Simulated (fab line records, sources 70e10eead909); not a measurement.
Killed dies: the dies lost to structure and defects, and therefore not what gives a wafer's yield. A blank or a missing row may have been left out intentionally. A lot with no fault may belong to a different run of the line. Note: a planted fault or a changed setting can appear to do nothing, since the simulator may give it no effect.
The tool behind it: which one? + flow nand-harc + 33 wafers from 11 lots sampled at 7 of the route's 1302 steps

WHAT THE GAUGES READ, wafer by wafer
NHARC_P_CONTACT_CD_MEAS_12 targets a cd of 90 nm. Usual: 89.6 nm for cd-nm, sd 0.51.
| lot  | measured     | on        | cd-nm (nm)     | flag |
|------|--------------|-----------|----------------|------|
| L552 | day 7 09:04  | cd-sem-01 | 89.5 89.4 88.7 |      |
| L554 | day 8 00:49  | cd-sem-03 | 89.1 90.4 89.8 |      |
| L558 | day 9 17:38  | cd-sem-03 | 81.3 89.6 89.4 | OFF  |
| L559 | day 10 06:57 | cd-sem-03 | 81.3 80.8 89.9 | OFF  |
| L566 | day 12 23:49 | cd-sem-01 | 89.0 90.0 89.1 |      |
| L568 | day 13 15:54 | cd-sem-01 | 90.0 90.5 89.4 |      |
| L567 | day 13 16:40 | cd-sem-02 | 89.1 89.9 89.6 |      |
| L569 | day 14 07:22 | cd-sem-03 | 89.5 89.3 90.0 |      |
| L570 | day 14 20:29 | cd-sem-02 | 89.7 90.3 88.6 |      |
| L571 | day 15 04:44 | cd-sem-02 | 88.3 89.0 89.2 |      |
| L572 | day 15 17:26 | cd-sem-01 | 89.3 89.5 90.4 |      |

NHARC_P_CONTACT_CD_MEAS_19. Usual: 89.9 nm for cd-nm, sd 1.3.
| lot  | measured     | on        | cd-nm (nm)     | flag |
|------|--------------|-----------|----------------|------|
| L552 | day 7 10:08  | cd-sem-03 | 90.3 90.8 88.1 |      |
| L554 | day 8 02:01  | cd-sem-01 | 91.4 93.0 90.4 |      |
| L558 | day 9 18:42  | cd-sem-03 | 82.3 87.7 91.7 |      |
| L559 | day 10 08:10 | cd-sem-01 | 81.7 83.5 90.4 | OFF  |
| L566 | day 13 01:01 | cd-sem-01 | 87.6 88.1 90.3 |      |
| L568 | day 13 17:06 | cd-sem-02 | 90.4 91.0 90.6 |      |
| L567 | day 13 17:44 | cd-sem-01 | 89.8 87.5 91.0 |      |
| L569 | day 14 08:27 | cd-sem-02 | 91.0 87.8 92.1 |      |
| L570 | day 14 21:32 | cd-sem-02 | 89.4 88.4 88.2 |      |
| L571 | day 15 05:48 | cd-sem-03 | 89.2 87.7 90.0 |      |
| L572 | day 15 18:29 | cd-sem-02 | 89.6 90.5 92.0 |      |

NHARC_END_SORT_01. Usual: killed-at-array 49, standard deviation 18; killed-at-other 0.7, standard deviation 1.1; killed-at-periphery 4.0, standard deviation 2.6; killed-dies 54, standard deviation 19; killed-open 3.4, standard deviation 1.7; killed-short 2.5, standard deviation 1.7.
| lot  | measured     | on        | killed-at-array | killed-at-other | killed-at-periphery | killed-dies | killed-open | killed-short | flag |
|------|--------------|-----------|-----------------|-----------------|---------------------|-------------|-------------|--------------|------|
| L559 | day 28 10:43 | prober-02 | 32 36           | 0 3             | 2 4                 | 34 43       | 1 3         | 3 2          |      |

WHAT TOOL EACH LOT RAN ON (gives the tool, then ch and the chambers of the sampled wafers, and finally the start)
| lot  | NHARC_P_GATE_STRIP_112               | NHARC_P_GATE_DESCUM_93             | NHARC_P_CONTACT_PEB_10            | NHARC_P_CONTACT_ETCH_36                       |
|------|--------------------------------------|------------------------------------|-----------------------------------|-----------------------------------------------|
| L552 | plasma-asher-02 ch 0,1, day 7 03:14  | rie-diel-10 ch 0,1,2, day 7 04:35  | litho-track-06 ch 0, day 7 08:59  | rie-diel-05 ch 0,3, day 7 10:08 or earlier    |
| L554 | plasma-asher-01 ch 0,1, day 7 18:57  | rie-diel-04 ch 1,2,3, day 7 20:18  | litho-track-01 ch 0, day 8 00:44  | rie-diel-06 ch 0,3, day 8 02:01 or earlier    |
| L558 | plasma-asher-01 ch 0,1, day 9 11:47  | rie-diel-10 ch 0,2, day 9 13:08    | litho-track-01 ch 0, day 9 17:34  | rie-diel-06 ch 1,2,3, day 9 18:42 or earlier  |
| L559 | plasma-asher-02 ch 0,1, day 10 01:14 | rie-diel-04 ch 0,1,2, day 10 02:26 | litho-track-01 ch 0, day 10 06:52 | rie-diel-05 ch 0,2,3, day 10 08:10 or earlier |
| L566 | plasma-asher-02 ch 0,1, day 12 18:04 | rie-diel-04 ch 0,1,2, day 12 19:24 | litho-track-04 ch 0, day 12 23:44 | rie-diel-02 ch 0,3, day 13 01:01 or earlier   |
| L568 | plasma-asher-01 ch 0,1, day 13 10:16 | rie-diel-04 ch 0,1,2, day 13 11:30 | litho-track-01 ch 0, day 13 15:49 | rie-diel-05 ch 1,2,3, day 13 17:06 or earlier |
| L567 | plasma-asher-01 ch 0,1, day 13 10:50 | rie-diel-01 ch 0,3, day 13 12:08   | litho-track-04 ch 0, day 13 16:35 | rie-diel-06 ch 1,2,3, day 13 17:44 or earlier |
| L569 | plasma-asher-02 ch 0,1, day 14 01:41 | rie-diel-04 ch 2,3, day 14 02:51   | litho-track-04 ch 0, day 14 07:17 | rie-diel-05 ch 0,1, day 14 08:27 or earlier   |
| L570 | plasma-asher-02 ch 0,1, day 14 14:51 | rie-diel-01 ch 0,2,3, day 14 16:05 | litho-track-04 ch 0, day 14 20:23 | rie-diel-02 ch 0,1, day 14 21:32 or earlier   |
| L571 | plasma-asher-01 ch 0,1, day 14 22:37 | rie-diel-10 ch 0,2,3, day 14 23:53 | litho-track-01 ch 0, day 15 04:40 | rie-diel-02 ch 0,3, day 15 05:48 or earlier   |
| L572 | plasma-asher-02 ch 0,1, day 15 11:10 | rie-diel-04 ch 0,1,3, day 15 12:19 | litho-track-06 ch 0, day 15 17:21 | rie-diel-05 ch 0,1,3, day 15 18:29 or earlier |
- NHARC_P_GATE_STRIP_112: strips in N2/H2, time 200 s.
- NHARC_P_GATE_DESCUM_93: chemistry O2, time 3 s.
- NHARC_P_CONTACT_PEB_10: peb time 65 s.
- NHARC_P_CONTACT_ETCH_36: etches the open film in N2/H2, target depth 260 nm, time 406.25 s.

WHAT THE TOOLS THEMSELVES READ (means of the sampled wafers that have a number; where no wafer has one, the mark that the record gives instead)
NHARC_P_GATE_STRIP_112. Usual: drypump-motor-current-A 5.72 A, standard deviation 0.26; heater-power-w 87.5 W, standard deviation 2.8.
| lot  | tool            | drypump-motor-current-A (A) | heater-power-w (W) | flag |
|------|-----------------|-----------------------------|--------------------|------|
| L552 | plasma-asher-02 | 5.79                        | 84.3               |      |
| L554 | plasma-asher-01 | 5.68                        | 89.1               |      |
| L558 | plasma-asher-01 | 5.68                        | 89.0               |      |
| L559 | plasma-asher-02 | 5.60                        | 85.7               |      |
| L566 | plasma-asher-02 | 5.78                        | 86.1               |      |
| L568 | plasma-asher-01 | 5.82                        | 91.3               |      |
| L567 | plasma-asher-01 | 5.82                        | 88.1               |      |
| L569 | plasma-asher-02 | 5.79                        | 85.5               |      |
| L570 | plasma-asher-02 | 5.78                        | 86.2               |      |
| L571 | plasma-asher-01 | 5.82                        | 88.7               |      |
| L572 | plasma-asher-02 | 5.78                        | 86.2               |      |

NHARC_P_GATE_DESCUM_93. Usual: drypump-motor-current-A 5.7 A, standard deviation 0.39; o2-flow-sccm 200.0 sccm, standard deviation 0.62; oes-product-au 1.003 a.u., standard deviation 0.0088; rf-vpp-V 57.9 V, standard deviation 0.88; showerhead-plenum-p-Torr 1.95 Torr, standard deviation 0.072; throttle-valve-pct 11.310 %, standard deviation 0.0099.
| lot  | tool        | drypump-motor-current-A (A) | o2-flow-sccm (sccm) | oes-product-au (a.u.) | rf-vpp-V (V) | showerhead-plenum-p-Torr (Torr) | throttle-valve-pct (%) | flag |
|------|-------------|-----------------------------|---------------------|-----------------------|--------------|---------------------------------|------------------------|------|
| L552 | rie-diel-10 | 5.8                         | 199.9               | 1.001                 | 57.5         | 1.87                            | 11.312                 |      |
| L554 | rie-diel-04 | 5.6                         | 199.4               | 1.010                 | 58.1         | 2.00                            | 11.303                 |      |
| L558 | rie-diel-10 | 5.9                         | 200.0               | 1.003                 | 57.7         | 1.90                            | 11.304                 |      |
| L559 | rie-diel-04 | 5.4                         | 200.2               | 1.004                 | 57.8         | 1.98                            | 11.298                 |      |
| L566 | rie-diel-04 | 5.4                         | 199.7               | 1.012                 | 57.5         | 1.98                            | 11.309                 |      |
| L568 | rie-diel-04 | 5.4                         | 200.4               | 0.998                 | 57.6         | 1.98                            | 11.305                 |      |
| L567 | rie-diel-01 | 6.0                         | 199.9               | 1.006                 | 58.0         | 1.90                            | 11.313                 |      |
| L569 | rie-diel-04 | 5.4                         | 199.9               | 1.001                 | 57.9         | 2.03                            | 11.303                 |      |
| L570 | rie-diel-01 | 5.8                         | 199.9               | 1.005                 | 57.3         | 1.90                            | 11.323                 |      |
| L571 | rie-diel-10 | 5.7                         | 200.3               | 0.994                 | 58.7         | 1.92                            | 11.314                 |      |
| L572 | rie-diel-04 | 5.7                         | 200.2               | 1.002                 | 57.6         | 2.00                            | 11.326                 |      |

NHARC_P_CONTACT_PEB_10. Usual: heater-power-total-W 156.6 W, standard deviation 0.43; plate-temp-C 100.02 C, standard deviation 0.11.
| lot  | tool           | heater-power-total-W (W) | plate-temp-C (C) | flag |
|------|----------------|--------------------------|------------------|------|
| L552 | litho-track-06 | 156.9                    | 100.14           |      |
| L554 | litho-track-01 | 157.1                    | 99.92            |      |
| L558 | litho-track-01 | 162.4                    | 100.03           | OFF  |
| L559 | litho-track-01 | 169.6                    | 100.15           | OFF  |
| L566 | litho-track-04 | 156.3                    | 100.04           |      |
| L568 | litho-track-01 | 156.8                    | 99.99            |      |
| L567 | litho-track-04 | 156.1                    | 99.97            |      |
| L569 | litho-track-04 | 156.8                    | 99.95            |      |
| L570 | litho-track-04 | 156.3                    | 100.07           |      |
| L571 | litho-track-01 | 156.6                    | 100.09           |      |
| L572 | litho-track-06 | 156.8                    | 99.89            |      |

NHARC_P_CONTACT_ETCH_36. Usual: drypump-motor-current-A 6.0 A, standard deviation 0.49; oes-product-au 1.003 a.u., standard deviation 0.0085; rf-vpp-V 430.8 V, standard deviation 2.3; showerhead-plenum-p-Torr 2.05 Torr, standard deviation 0.08; throttle-valve-pct 14.170 %, standard deviation 0.009.
| lot  | tool        | drypump-motor-current-A (A) | oes-product-au (a.u.) | rf-vpp-V (V) | showerhead-plenum-p-Torr (Torr) | throttle-valve-pct (%) | flag |
|------|-------------|-----------------------------|-----------------------|--------------|---------------------------------|------------------------|------|
| L552 | rie-diel-05 | 5.7                         | 0.992                 | 432.2        | 2.09                            | 14.179                 |      |
| L554 | rie-diel-06 | 6.0                         | 1.006                 | 428.9        | 1.96                            | 14.167                 |      |
| L558 | rie-diel-06 | 6.1                         | 1.007                 | 430.3        | 2.03                            | 14.165                 |      |
| L559 | rie-diel-05 | 5.5                         | 1.001                 | 432.2        | 2.09                            | 14.173                 |      |
| L566 | rie-diel-02 | 6.1                         | 1.000                 | 429.7        | 2.01                            | 14.168                 |      |
| L568 | rie-diel-05 | 5.6                         | 1.000                 | 430.6        | 2.04                            | 14.166                 |      |
| L567 | rie-diel-06 | 6.1                         | 1.008                 | 430.4        | 2.03                            | 14.167                 |      |
| L569 | rie-diel-05 | 6.2                         | 1.008                 | 430.7        | 2.07                            | 14.173                 |      |
| L570 | rie-diel-02 | 6.3                         | 1.011                 | 432.6        | 2.11                            | 14.168                 |      |
| L571 | rie-diel-02 | 5.9                         | 1.000                 | 431.3        | 2.06                            | 14.165                 |      |
| L572 | rie-diel-05 | 5.8                         | 1.009                 | 430.5        | 2.04                            | 14.163                 |      |

THE ANSWER, worked out from the rows above alone
Rule: a lot counts as off when the mean over its wafers that have a number is more than 3 standard deviations away from the usual mean. Also off: a lot with no number at a reading for which 4 or more lots have one. Where the step has rows for the other lots, those lots are counted as sound. After the gauges, taken in route order, come the tools' own readings; for these a lot's mean is taken, as printed above. The first step at which some lot is off is used, and at that step the reading that is off furthest; a lot without a number counts as furthest.
Off at NHARC_P_CONTACT_CD_MEAS_12 (cd-nm): L558, L559.
If a tool, at a process step before that reading, ran all the lots that are off and no sound lot after the first of them, it fits. Not tried: the gauges at NHARC_P_CONTACT_CD_MEAS_12; whatever is off there is also off at NHARC_P_CONTACT_PEB_10, on other tools, and gauge error can't account for it. No candidate that was tried fits.

WHAT THE SIMULATOR HAD PUT IN
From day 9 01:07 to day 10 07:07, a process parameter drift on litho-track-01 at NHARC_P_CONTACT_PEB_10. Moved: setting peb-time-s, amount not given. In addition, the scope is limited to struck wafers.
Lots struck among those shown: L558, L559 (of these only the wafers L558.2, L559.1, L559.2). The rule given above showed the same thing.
